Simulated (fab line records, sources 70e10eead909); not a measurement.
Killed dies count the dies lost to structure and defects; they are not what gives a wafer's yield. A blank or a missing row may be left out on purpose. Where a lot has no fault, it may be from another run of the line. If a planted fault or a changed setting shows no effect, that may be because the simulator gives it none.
fab line records    flow nandHarc
[record] lots = 6  wafers = 18  lastDay = 34
route steps=1302 shown A_ZERO_WELL@392 A_SOURCE_PLATE@413 A_ONON_D1@424 END@1302
lots with no fault: from the same line, run without faults
startH: start of the lot's first displayed wafer, in hours after the record's first day    waitH: time in hours since the lot's previous step    " as in the row above    L1.1+2: a single row standing in for several wafers    - either no value or no given start    * or withheld: withheld    < > ~ a bound
route shown NAME@n: a module of which the file shows steps, and the number in the route of the first    usual: mean/standard deviation taken from wafers without a fault    same: alike in all rows    chamber/n: place in a boat    sites: each site's reading    _std_site: the standard deviation of these    _edge_site: outer sites' mean less inner sites'    radiusMm: for every site, how far away it sits from the centre of the wafer    mask NAME#n: copy n    behind: tool/chamber where the wafer was last shaped    hold: what put the lot on hold/how long, in hours/how the hold closed    device: the n, p or np transistor that did not switch    end of line: the same wafers' tests at the end of the route    a step given without rows: its recipe and nothing more    killed: dies lost to structure and defects at the first sort, not the wafer's yield    map: per-die view of a wafer (x killed, . not killed, _ where there is no die)
set.NAME: the setting that was run; set.NAME@STEP: the one run at that earlier step    model.NAME: the simulator's own value behind a step, which no gauge read
lots at some steps of the route; a table a step, a row a wafer
services: a tool's chamber out of use, with start hour (startH, from the record's first day; less than 0 if before it), hours out, and reason
[[steps]]
[step NHARC_A_ZERO_WELL_DEHYDRATE_02]
[recipe] tempC = 150  timeS = 120
[step NHARC_A_ZERO_WELL_HMDS_03]
[recipe] timeS = 30
[step NHARC_A_ZERO_WELL_COAT_18]
[recipe] tempC = 200  timeS = 65
[step NHARC_A_ZERO_WELL_COAT_04]
[recipe] spinRpm = 2000  resistThkNm = 600
[step NHARC_A_ZERO_WELL_SOFTBAKE_05]
[recipe] tempC = 125  timeS = 70
[step NHARC_A_ZERO_WELL_EBR_06]
[step NHARC_A_ZERO_WELL_EXPOSE_07]
[recipe] na = 0.55  doseMj = 33.85  maskId = A_ZERO
[step NHARC_A_ZERO_WELL_PEB_08]
[recipe] pebTempC = 128  pebTimeS = 80
[step NHARC_A_ZERO_WELL_DEVELOP_09]
[recipe] timeS = 50  devTempC = 22
[step NHARC_A_ZERO_WELL_CD_MEAS_10]
[recipe] targetCdNm = 2000  landingEnergyEv = 500
[usual] cdNm = 1999.6/1.6
lot.wafer  tool      chamber  startH  waitH  cdNm
L766.1     cdSem-02  0        152.49  -      1998.2
L766.3     "         0        "       "      1998.8
L766.4     "         0        "       "      1999.3
L770.1     cdSem-01  0        186.05  -      1999.4
L770.3     "         0        "       "      1997.9
L770.6     "         0        "       "      1999.2
L774.4     cdSem-03  0        232.38  -      1999.4
L774.5     "         0        "       "      1999.9
L774.6     "         0        "       "      2000.5
L786.1     cdSem-01  0        346.56  -      2000.0
L786.2     "         0        "       "      2002.3
L786.5     "         0        "       "      1998.6
L787.3     cdSem-02  0        361.77  -      1998.9
L787.4     "         0        "       "      1998.7
L787.5     "         0        "       "      1999.2
L788.1     cdSem-02  0        364.39  -      2001.4
L788.3     "         0        "       "      2000.2
L788.4     "         0        "       "      2003.2
[step NHARC_A_ZERO_WELL_HARDBAKE_11]
[recipe] tempC = 118  timeS = 65
[step NHARC_A_ZERO_WELL_DESCUM_12]
[recipe] timeS = 3  o2FlowSccm = 200  arFlowSccm = 0  biasPowerW = 0  chemistry = O2
[usual] drypumpMotorCurrentA = 5.69/0.25  oesProductAu = 1.001/0.011  rfVppV = 57.8/1.1  showerheadPlenumPTorr = 1.92/0.092  throttleValvePct = 11.311/0.0086
lot.wafer  tool        chamber  startH  waitH  drypumpMotorCurrentA  oesProductAu  rfHoursCounterH  rfVppV  showerheadPlenumPTorr  throttleValvePct
L766.4     rieDiel-04  2        152.65  -      5.74                  0.996         4                60.3    1.87                   11.322
L766.1     "           3        "       "      5.50                  0.997         4                57.5    2.06                   11.305
L766.3     "           0        "       "      5.56                  1.027         4                58.8    1.83                   11.314
L770.1     rieDiel-02  1        186.21  -      5.24                  1.007         51               58.9    2.06                   11.317
L770.3     "           2        "       "      5.97                  0.999         46               58.4    1.91                   11.319
L770.6     "           1        "       "      5.24                  1.008         -                57.9    2.06                   11.312
L774.4     rieDiel-04  1        232.53  -      5.71                  0.996         1                58.7    1.87                   11.300
L774.5     "           1        "       "      5.72                  0.999         -                57.5    1.87                   11.301
L774.6     "           2        "       "      5.72                  1.009         -                58.3    1.87                   11.312
L786.1     rieDiel-04  3        346.72  -      5.49                  1.019         5                57.4    2.06                   11.315
L786.2     "           2        "       "      5.72                  0.990         6                58.1    1.86                   11.304
L786.5     "           3        "       "      5.51                  1.011         -                60.5    2.06                   11.301
L787.4     rieDiel-03  3        361.94  -      5.92                  0.982         11               57.2    2.02                   11.300
L787.3     "           0        "       "      5.57                  0.999         11               57.5    1.82                   11.302
L787.5     "           3        "       "      5.92                  0.972         -                59.2    2.02                   11.308
L788.3     rieDiel-04  1        364.56  -      5.74                  0.991         0                59.1    1.86                   11.304
L788.4     "           2        "       "      5.74                  1.004         0                57.0    1.86                   11.317
L788.1     "           3        "       "      5.50                  0.991         0                56.9    2.06                   11.319
[step NHARC_A_ZERO_WELL_ETCH_19]
[recipe] targetDepthA = 800  overetchA = 240  timeS = 87.88  ionEnergyEv = 200  n2FlowSccm = 150  h2FlowSccm = 150  arFlowSccm = 0  rfW = 400  biasW = 150  chemistry = N2/H2
[usual] drypumpMotorCurrentA = 5.69/0.25  oesProductAu = 1.001/0.011  rfVppV = 430.7/2.9  showerheadPlenumPTorr = 2.05/0.1  throttleValvePct = 14.172/0.0082
lot.wafer  tool        chamber  startH  waitH  drypumpMotorCurrentA  oesProductAu  rfHoursCounterH  rfVppV  showerheadPlenumPTorr  throttleValvePct
L766.1     rieDiel-04  0        152.74  0.1    5.54                  1.025         4                427.9   1.95                   14.170
L766.3     "           1        "       "      5.67                  0.997         4                428.5   1.99                   14.172
L766.4     "           2        "       "      5.71                  1.002         4                430.5   1.99                   14.183
L770.1     rieDiel-02  2        186.30  0.1    5.97                  1.007         46               430.6   2.04                   14.172
L770.3     "           3        "       "      5.23                  0.988         43               435.3   2.20                   14.172
L770.6     "           1        "       "      5.24                  1.011         -                435.5   2.20                   14.171
L774.4     rieDiel-04  3        232.63  0.1    5.49                  1.016         1                434.0   2.20                   14.178
L774.5     "           1        "       "      5.71                  1.007         -                429.6   1.99                   14.179
L774.6     "           2        "       "      5.75                  0.997         -                427.6   1.99                   14.175
L786.2     rieDiel-04  2        346.80  0.1    5.74                  0.996         6                429.2   1.99                   14.180
L786.1     "           0        "       "      5.56                  1.001         5                426.4   1.94                   14.160
L786.5     "           2        "       "      5.73                  0.994         -                429.3   1.99                   14.167
L787.3     rieDiel-03  2        362.02  0.1    6.21                  1.012         10               433.6   2.10                   14.170
L787.4     "           3        "       "      5.90                  0.983         11               433.5   2.16                   14.171
L787.5     "           2        "       "      6.22                  1.011         -                431.9   2.10                   14.163
L788.3     rieDiel-04  2        364.64  0.1    5.71                  1.004         0                428.0   1.99                   14.175
L788.4     "           0        "       "      5.53                  0.993         0                428.7   1.94                   14.171
L788.1     "           1        "       "      5.72                  0.983         0                428.3   1.99                   14.183
[step NHARC_A_ZERO_WELL_ETCH_13]
[recipe] targetDepthA = 1200  timeS = 40.1  hbrFlowSccm = 150  cl2FlowSccm = 50  rfW = 400  icpW = 400  biasW = 100  chemistry = HBr/Cl2
[usual] drypumpMotorCurrentA = 5.6/0.5  oesProductAu = 1.000/0.01  throttleValvePct = 26.406/0.0094
lot.wafer  tool      chamber  startH  waitH  drypumpMotorCurrentA  oesProductAu  rfHoursCounterH  throttleValvePct
L766.4     rieSi-06  2        152.85  -      5.2                   0.992         0.39             26.414
L766.1     "         0        "       "      5.4                   1.007         0.41             26.400
L766.3     "         1        "       "      5.0                   1.008         0.36             26.405
L770.3     rieSi-01  1        186.42  -      4.8                   1.003         1.00             26.421
L770.1     "         0        "       "      6.4                   1.004         0.72             26.410
L770.6     "         2        "       "      6.0                   0.998         -                26.417
L774.4     rieSi-06  0        232.76  -      5.3                   1.021         0.86             26.419
L774.5     "         2        "       "      5.2                   0.991         -                26.386
L774.6     "         3        "       "      6.1                   1.001         -                26.395
L786.1     rieSi-01  2        346.92  -      6.0                   1.003         0.85             26.397
L786.2     "         0        "       "      6.4                   0.991         0.85             26.376
L786.5     "         2        "       "      6.0                   1.001         -                26.410
L787.4     rieSi-03  0        362.15  -      6.3                   0.993         0.77             26.410
L787.3     "         2        "       "      5.4                   1.010         0.97             26.409
L787.5     "         0        "       "      6.3                   0.995         -                26.406
L788.3     rieSi-06  0        364.76  -      5.3                   0.996         0.83             26.389
L788.1     "         1        "       "      5.0                   0.994         0.76             26.404
L788.4     "         2        "       "      5.3                   1.010         0.59             26.400
[step NHARC_A_ZERO_WELL_STRIP_14]
[recipe] timeS = 900  tempC = 130  chemistry = SPM
[step NHARC_A_ZERO_WELL_IMPLANT_15]
[recipe] energyKev = 150  doseCm2 = 1e+13  tiltDeg = 7
[step NHARC_A_ZERO_WELL_PRECLEAN_22]
[recipe] timeS = 60  tempC = 50  bathAgeMin = 0  chemistry = SC1
[step NHARC_A_ZERO_WELL_SRD_23]
[step NHARC_A_ZERO_WELL_RTA_16]
[recipe] tempC = 1000  timeS = 10
[usual] lampPowerPct = 33.0/2.3  lamp_zone_3_pct = 33.0/2.3  lamp_zone_5_pct = 33.0/2.3  wafer_temp_C_max = 1004.8/2.2
lot.wafer  tool          chamber  startH  waitH  lampPowerPct  lamp_zone_3_pct  lamp_zone_5_pct  wafer_temp_C_max
L766.1     rtpAnneal-02  0        153.89  -      35.1          35.1             35.1             1007.0
L766.3     "             0        "       "      35.1          35.1             35.1             1006.3
L766.4     "             0        "       "      35.0          35.1             35.0             1008.3
L770.1     rtpAnneal-01  0        187.32  -      30.5          30.4             30.4             1003.5
L770.3     "             0        "       "      30.5          30.4             30.5             1003.0
L770.6     "             0        "       "      30.5          30.5             30.5             1002.7
L774.4     rtpAnneal-01  0        233.72  -      30.5          30.5             30.5             1002.6
L774.5     "             0        "       "      30.5          30.5             30.5             1002.0
L774.6     "             0        "       "      30.5          30.5             30.5             1002.4
L786.1     rtpAnneal-02  0        347.82  -      35.0          35.0             35.0             1006.3
L786.2     "             0        "       "      35.0          35.1             35.0             1006.3
L786.5     "             0        "       "      35.1          35.0             35.0             1007.3
L787.3     rtpAnneal-02  0        363.10  -      35.1          35.0             35.1             1007.5
L787.4     "             0        "       "      35.1          35.0             35.1             1006.2
L787.5     "             0        "       "      35.1          35.1             35.1             1007.6
L788.1     rtpAnneal-02  0        365.67  -      35.0          35.0             35.1             1005.3
L788.3     "             0        "       "      35.1          35.1             35.1             1004.6
L788.4     "             0        "       "      35.1          35.1             35.0             1006.9
[step NHARC_A_ZERO_WELL_INSPECT_17]
[usual] rawDefectCount = 10/5.8
lot.wafer  tool              chamber  startH  waitH  rawDefectCount
L766.1     defectInspect-02  -        154.09  0.2    6
L766.3     "                 -        "       "      5
L766.4     "                 -        "       "      1
L770.1     defectInspect-02  -        187.51  0.2    16
L770.3     "                 -        "       "      4
L770.6     "                 -        "       "      6
L774.4     defectInspect-01  -        233.83  0.1    10
L774.5     "                 -        "       "      4
L774.6     "                 -        "       "      8
L786.1     defectInspect-02  -        348.02  0.2    335
L786.2     "                 -        "       "      302
L786.5     "                 -        "       "      321
L787.3     defectInspect-02  -        363.24  0.1    6
L787.4     "                 -        "       "      2
L787.5     "                 -        "       "      2
L788.1     defectInspect-01  -        365.87  0.2    303
L788.3     "                 -        "       "      303
L788.4     "                 -        "       "      313
[step NHARC_A_SOURCE_PLATE_PRECLEAN_00]
[recipe] timeS = 60  chemistry = HF-LAST
[step NHARC_A_SOURCE_PLATE_SRD_01]
[step NHARC_A_SOURCE_PLATE_OXIDE_02]
[recipe] targetThkA = 100  tempC = 900  oxTimeS = 1362  material = SiO2
[step NHARC_A_SOURCE_PLATE_THK_MEAS_09]
[recipe] thkMeasGauge = ellipsometry
[usual] thkNm = 9.6/1.2
lot.wafer  tool          chamber  startH  waitH  thkNm
L766.1     filmMetro-02  -        160.89  0.4    9.4
L766.3     "             -        "       "      9.2
L766.4     "             -        "       "      8.7
L770.1     filmMetro-02  -        194.33  0.4    8.7
L770.3     "             -        "       "      11.2
L770.6     "             -        "       "      10.1
L774.4     filmMetro-02  -        241.82  0.4    7.9
L774.5     "             -        "       "      9.9
L774.6     "             -        "       "      6.8
L786.1     filmMetro-02  -        354.83  0.4    10.6
L786.2     "             -        "       "      11.5
L786.5     "             -        "       "      9.6
L788.1     filmMetro-01  -        371.49  0.4    8.1
L788.3     "             -        "       "      9.3
L788.4     "             -        "       "      11.8
L787.3     filmMetro-02  -        371.49  0.4    8.9
L787.4     "             -        "       "      9.6
L787.5     "             -        "       "      9.8
[step NHARC_A_SOURCE_PLATE_PVD_04]
[recipe] targetThkA = 500  material = WSi2
[step NHARC_A_SOURCE_PLATE_CVD_03]
[recipe] targetThkA = 2000  tempC = 620  pressureMtorr = 200  timeS = 4000  material = poly-Si
[step NHARC_A_SOURCE_PLATE_ANNEAL_05]
[recipe] tempC = 850  timeS = 1800
[step NHARC_A_SOURCE_PLATE_THK_MEAS_06]
[recipe] thkMeasGauge = ellipsometry
[usual] thkNm = 199.7/2.1
lot.wafer  tool          chamber  startH  waitH  thkNm
L766.1     filmMetro-02  -        173.94  0.4    201.2
L766.3     "             -        "       "      199.4
L766.4     "             -        "       "      201.4
L770.1     filmMetro-02  -        207.25  0.4    204.5
L770.3     "             -        "       "      202.2
L770.6     "             -        "       "      200.9
L774.4     filmMetro-01  -        256.18  0.4    200.9
L774.5     "             -        "       "      197.8
L774.6     "             -        "       "      199.6
L786.1     filmMetro-02  -        367.82  0.4    196.0
L786.2     "             -        "       "      197.6
L786.5     "             -        "       "      199.0
L788.1     filmMetro-01  -        386.10  0.4    195.5
L788.3     "             -        "       "      196.4
L788.4     "             -        "       "      196.2
L787.3     filmMetro-01  -        386.12  0.4    200.5
L787.4     "             -        "       "      198.5
L787.5     "             -        "       "      196.6
[step NHARC_A_SOURCE_PLATE_INSPECT_08]
[usual] rawDefectCount = 55/22
lot.wafer  tool              chamber  startH  waitH  rawDefectCount
L766.1     defectInspect-02  -        174.02  0.0    86
L766.3     "                 -        "       "      32
L766.4     "                 -        "       "      69
L770.1     defectInspect-02  -        207.32  0.0    42
L770.3     "                 -        "       "      46
L770.6     "                 -        "       "      65
L774.4     defectInspect-02  -        256.24  0.0    124
L774.5     "                 -        "       "      116
L774.6     "                 -        "       "      50
L786.1     defectInspect-01  -        367.88  0.0    371
L786.2     "                 -        "       "      319
L786.5     "                 -        "       "      337
L788.1     defectInspect-02  -        386.18  0.1    328
L788.3     "                 -        "       "      328
L788.4     "                 -        "       "      338
L787.3     defectInspect-02  -        386.20  0.1    40
L787.4     "                 -        "       "      46
L787.5     "                 -        "       "      44
[step NHARC_A_ONON_D1_DEP_00]
[recipe] targetThkA = 10000  n2FlowSccm = 2750  n2oFlowSccm = 2000  nh3FlowSccm = 500  sih4FlowSccm = 210  tempC = 400
[step NHARC_END_SORT_01]
[recipe] tempC = 25
[usual] killedAtArray = 57/18  killedAtOther = 0.8/1  killedAtPeriphery = 3.9/2.8  killedDies = 62/18  killedOpen = 3.4/1.8  killedShort = 2.2/1.6
[same] grossDies = 677
lot.wafer  tool       chamber  startH  waitH  killedAtArray  killedAtOther  killedAtPeriphery  killedDies  killedOpen  killedShort
L766.1     prober-02  0        595.60  2.5    41             0              6                  47          0           2
L766.3     prober-02  0        597.22  3.1    55             2              2                  59          2           3
L766.4     prober-02  0        598.03  3.4    57             0              7                  64          5           2
L770.1     prober-02  0        622.50  2.5    85             1              8                  94          4           3
L770.3     prober-02  0        624.08  3.1    77             0              4                  81          2           2
L770.6     prober-02  0        626.45  3.9    71             1              8                  80          4           2
L774.4     prober-02  0        678.39  3.4    48             1              4                  53          3           0
L774.5     prober-02  0        679.19  3.7    44             1              2                  47          2           2
L774.6     prober-02  0        679.98  4.0    40             4              5                  49          9           3
L786.1     prober-01  0        782.21  2.5    101            2              3                  106         4           1
L786.2     prober-01  0        782.99  2.8    98             0              12                 110         5           5
L786.5     prober-01  0        785.34  3.6    103            1              8                  112         1           3
L788.1     prober-02  0        794.12  2.5    130            4              3                  137         5           2
L788.3     prober-02  0        795.70  3.1    142            1              4                  147         3           1
L788.4     prober-02  0        796.49  3.4    134            1              2                  137         2           0
L787.3     prober-01  0        807.50  3.1    50             2              2                  54          1           5
L787.4     prober-01  0        808.29  3.4    71             1              3                  75          2           1
L787.5     prober-01  0        809.09  3.7    74             1              4                  79          6           4
// killed by level:class
L766.1 A_CHANNEL_HOLE_D2:chamberFilmFlake=27 A_CONTACT:chamberFilmFlake=4 A_CHANNEL_HOLE_D1:chamberFilmFlake=3 P_STI:chamberFilmFlake=2 A_CHANNEL_FILL_D1:chamberFilmFlake=2 A_STAIRCASE:chamberFilmFlake=2 A_CHANNEL_FILL_D2:geometricParticle:short=1 A_M1:geometricParticle:short=1
L766.3 A_CHANNEL_HOLE_D2:chamberFilmFlake=31 A_CHANNEL_HOLE_D1:chamberFilmFlake=4 A_WL_FILL:geometricParticle:short=3 A_CHANNEL_FILL_D1:chamberFilmFlake=3 A_STAIRCASE:chamberFilmFlake=3 A_CONTACT:chamberFilmFlake=3 A_M1:chamberFilmFlake=3 A_SLIT:chamberFilmFlake=2
L766.4 A_CHANNEL_HOLE_D2:chamberFilmFlake=40 A_M1:chamberFilmFlake=5 A_CHANNEL_HOLE_D1:chamberFilmFlake=3 P_CONTACT:geometricParticle:open=2 A_CHANNEL_FILL_D1:chamberFilmFlake=2 A_STAIRCASE:chamberFilmFlake=2 P_CONTACT:geometricParticle:short=1 A_CHANNEL_HOLE_D1:geometricParticle:open=1
L770.1 A_CHANNEL_HOLE_D1:chamberFilmFlake=34 A_SLIT:chamberFilmFlake=26 A_CHANNEL_HOLE_D2:chamberFilmFlake=6 P_STI:chamberFilmFlake=3 A_STAIRCASE:chamberFilmFlake=3 A_CONTACT:chamberFilmFlake=3 P_ZERO_WELL:chamberFilmFlake=2 P_GATE:chamberFilmFlake=2
L770.3 A_CHANNEL_HOLE_D1:chamberFilmFlake=30 A_SLIT:chamberFilmFlake=19 A_CHANNEL_HOLE_D2:chamberFilmFlake=10 A_STAIRCASE:chamberFilmFlake=7 A_DECK1_JOINT:chamberFilmFlake=4 A_CONTACT:chamberFilmFlake=2 P_GATE:geometricParticle:open=1 A_SOURCE_PLATE:geometricParticle:short=1
L770.6 A_CHANNEL_HOLE_D1:chamberFilmFlake=28 A_SLIT:chamberFilmFlake=17 A_STAIRCASE:chamberFilmFlake=8 P_GATE:chamberFilmFlake=5 A_CHANNEL_HOLE_D2:chamberFilmFlake=5 A_ZERO_WELL:chamberFilmFlake=2 A_CONTACT:chamberFilmFlake=2 A_ONON_D2:geometricParticle:open=1
L774.4 A_SLIT:chamberFilmFlake=35 A_BLC:chamberFilmFlake=4 A_CHANNEL_HOLE_D1:chamberFilmFlake=3 A_CHANNEL_HOLE_D2:chamberFilmFlake=3 P_M2:chamberFilmFlake=2 P_CONTACT:geometricParticle:open=1 A_CHANNEL_HOLE_D1:geometricParticle:open=1 A_M1:geometricParticle:open=1
L774.5 A_SLIT:chamberFilmFlake=30 A_CHANNEL_HOLE_D1:chamberFilmFlake=4 A_CHANNEL_HOLE_D2:chamberFilmFlake=3 A_BLC:chamberFilmFlake=3 A_CHANNEL_FILL_D2:geometricParticle:short=1 A_SGD_CUT:geometricParticle:short=1 A_M0:geometricParticle:open=1 STARTING-WAFER:geometricParticle:open=1
L774.6 A_SLIT:chamberFilmFlake=21 THIN_TSV:chamberFilmFlake=4 A_CONTACT:chamberFilmFlake=4 A_CHANNEL_HOLE_D2:chamberFilmFlake=3 P_CONTACT:geometricParticle:open=2 A_ONON_D2:geometricParticle:open=2 P_GATE:geometricParticle:open=1 A_ONON_D1:geometricParticle:short=1
L786.1 A_ZERO_WELL:unspecified=66 A_CHANNEL_HOLE_D1:chamberFilmFlake=13 A_CONTACT:chamberFilmFlake=11 A_SLIT:chamberFilmFlake=4 A_ONON_D1:geometricParticle:open=1 A_CHANNEL_FILL_D1:geometricParticle:open=1 A_ONON_D2:geometricParticle:short=1 A_CHANNEL_FILL_D2:geometricParticle:open=1
L786.2 A_ZERO_WELL:unspecified=59 A_CHANNEL_HOLE_D1:chamberFilmFlake=15 A_SLIT:chamberFilmFlake=13 P_M1:chamberFilmFlake=3 A_CONTACT:chamberFilmFlake=3 P_CONTACT:geometricParticle:open=2 A_CHANNEL_FILL_D2:geometricParticle:short=2 A_BLC:geometricParticle:open=2
L786.5 A_ZERO_WELL:unspecified=67 A_CHANNEL_HOLE_D1:chamberFilmFlake=17 A_SLIT:chamberFilmFlake=7 A_CONTACT:chamberFilmFlake=5 P_M1:chamberFilmFlake=4 A_STAIRCASE:chamberFilmFlake=3 P_GATE:chamberFilmFlake=2 A_DECK1_JOINT:chamberFilmFlake=2
L788.1 A_ZERO_WELL:unspecified=57 A_SLIT:chamberFilmFlake=24 A_CHANNEL_HOLE_D2:chamberFilmFlake=19 A_CHANNEL_HOLE_D1:chamberFilmFlake=9 A_CONTACT:chamberFilmFlake=5 THIN_TSV:chamberFilmFlake=4 A_CHANNEL_FILL_D1:chamberFilmFlake=3 A_STAIRCASE:chamberFilmFlake=3
L788.3 A_ZERO_WELL:unspecified=64 A_CHANNEL_HOLE_D2:chamberFilmFlake=32 A_SLIT:chamberFilmFlake=17 A_CHANNEL_HOLE_D1:chamberFilmFlake=12 A_CONTACT:chamberFilmFlake=7 A_STAIRCASE:chamberFilmFlake=3 P_ZERO_WELL:chamberFilmFlake=2 P_CONTACT:geometricParticle:open=1
L788.4 A_ZERO_WELL:unspecified=62 A_SLIT:chamberFilmFlake=27 A_CHANNEL_HOLE_D2:chamberFilmFlake=23 A_CONTACT:chamberFilmFlake=5 A_CHANNEL_HOLE_D1:chamberFilmFlake=4 A_CHANNEL_FILL_D2:chamberFilmFlake=4 A_CHANNEL_FILL_D1:chamberFilmFlake=3 A_M0:chamberFilmFlake=2
L787.3 A_CHANNEL_HOLE_D2:chamberFilmFlake=21 A_CHANNEL_HOLE_D1:chamberFilmFlake=8 A_SLIT:chamberFilmFlake=7 A_STAIRCASE:chamberFilmFlake=4 A_CONTACT:chamberFilmFlake=3 A_WL_FILL:geometricParticle:short=2 THIN_TSV:chamberFilmFlake=2 P_STI:geometricParticle:short=1
L787.4 A_CHANNEL_HOLE_D2:chamberFilmFlake=30 A_SLIT:chamberFilmFlake=13 A_CHANNEL_HOLE_D1:chamberFilmFlake=10 A_STAIRCASE:chamberFilmFlake=10 A_WL_FILL:chamberFilmFlake=3 P_GATE:chamberFilmFlake=2 A_CONTACT:chamberFilmFlake=2 A_CHANNEL_FILL_D1:geometricParticle:open=1
L787.5 A_CHANNEL_HOLE_D2:chamberFilmFlake=29 A_CHANNEL_HOLE_D1:chamberFilmFlake=12 A_SLIT:chamberFilmFlake=10 A_STAIRCASE:chamberFilmFlake=9 A_CONTACT:chamberFilmFlake=5 A_CHANNEL_HOLE_D1:geometricParticle:open=2 P_GATE:chamberFilmFlake=2 P_STI:geometricParticle:open=1
// map L786.5 (x killed, . not)
____________.____________
_________......._________
_______..........._______
______.............______
_____..........x...._____
____.................____
____...x........x....____
___.........x.........___
___........x....x.....___
__.........x...........__
__.....x...............__
_......................._
_......................._
_........x.............._
_.....................x._
_...................xx.x_
.................x..x..x.
......x........x.....x...
....................xx...
........x.........x..xx..
...x...........x...x.....
_......................x_
_....................x.._
_.................x..x.._
_.................x....._
_...............x..x...._
__.........xx.x..x.x..x__
__............x.......x__
___.......x.xxxxx.xxx.___
___.......xxxxxxxxx...___
____......xxxxxxxx..x____
____.....xxxxxxxxxx.x____
_____....xxxxxxxxxx._____
______..xx..xxxxx..______
_______..xxxxxxxx._______
_________..xxxxx_________
____________x____________
// map L788.3 (x killed, . not)
____________x____________
_________.xx...._________
_______xxxxx......_______
______xxxxxx....x..______
_____..xxxx........._____
____...x.xxx.........____
____....xx...........____
___...xxxxx......x....___
___......x............___
__.....................__
__..............x......__
_......................._
_....................x.._
_................x....x._
_................x..xxx._
_...................xxxx_
..............x..x..xxx.x
..x...x............x.xxxx
x...................x.xxx
....x...............xxxx.
..x............x...x.....
_.x................x..x._
_......................._
_......................._
_.x..........x.......x.x_
_...........x...x....x.._
__...x....x..x.xx......__
__.........xx.xxx......__
___.......xxxxxxx.....___
___.......x.xxxxxx....___
____.......xxxxxxx...____
____.x....xxxxxxxx...____
_____......xxxxxxx.._____
______....xxxxxxxxx______
_______....xxxxx.x_______
_________...xxxx_________
____________x____________
[[services]]
tool        chamber  startH  hours  kind
rieDiel-04  0        132.46  7.1    repair
rieSi-01    0        133.71  9.7    repair
rieDiel-04  3        141.37  1.4    repair
rieSi-06    -        151.16  0.3    repair
rieDiel-04  1        170.99  6.0    repair
rieDiel-04  -        177.90  9.0    pm
rieSi-03    3        180.79  7.0    repair
rieSi-06    -        188.74  1.3    repair
rieSi-01    -        193.00  9.0    pm
rieDiel-02  0        206.22  9.3    repair
rieDiel-04  3        213.67  6.3    repair
rieDiel-02  -        217.40  9.0    pm
rieSi-03    -        221.05  9.0    pm
rieSi-06    -        249.00  9.0    pm
rieDiel-03  2        250.37  1.3    repair
rieDiel-03  -        281.30  9.0    pm
rieDiel-03  2        306.05  3.9    repair
rieSi-03    2        314.82  8.9    repair
rieDiel-02  0        323.09  2.8    repair
rieDiel-02  3        333.64  13.5   repair
rieDiel-04  1        342.87  2.6    repair
rieSi-01    1        350.44  40.6   repair
rieDiel-04  -        354.90  9.0    pm
rieDiel-03  1        364.49  6.6    repair
[[key]]
[firstSign] step = NHARC_A_ZERO_WELL_INSPECT_17  reading = rawDefectCount  direction = up  sigmas = 52  usual = 10  struck = 313
[effect] step = NHARC_A_SOURCE_PLATE_INSPECT_08  reading = rawDefectCount  direction = up  sigmas = 13  usual = 55  struck = 337
[effect] step = NHARC_END_SORT_01  reading = killedDies  direction = up  sigmas = 3.5  usual = 62  struck = 125
[moreKillsBornAt] NHARC_A_ZERO_WELL_ETCH_19@rieDiel-04 = 372
metAt NHARC_A_ZERO_WELL_ETCH_19
struckWafers L786.1,L786.2,L786.5,L788.1,L788.3,L788.4
testerLeftOut L786,L788
onsetBetween 232.63 346.80
alsoFits NHARC_A_ZERO_WELL_DESCUM_12:rieDiel-04
[fault] kind = chamberParticleSource  tool = rieDiel-04  chamber = -  onsetH = 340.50  steps = NHARC_A_ZERO_WELL_ETCH_19  ratePerVisitCm2 = 0.46484  endH = 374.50
// testerLeftOut: of these lots the tester's yield and bins aren't shown, on N5 and GAA mostly nor the transistor test; their killed dies are dies lost to structure and defects alone, not to doping, threshold or leakage, so they don't give the yield
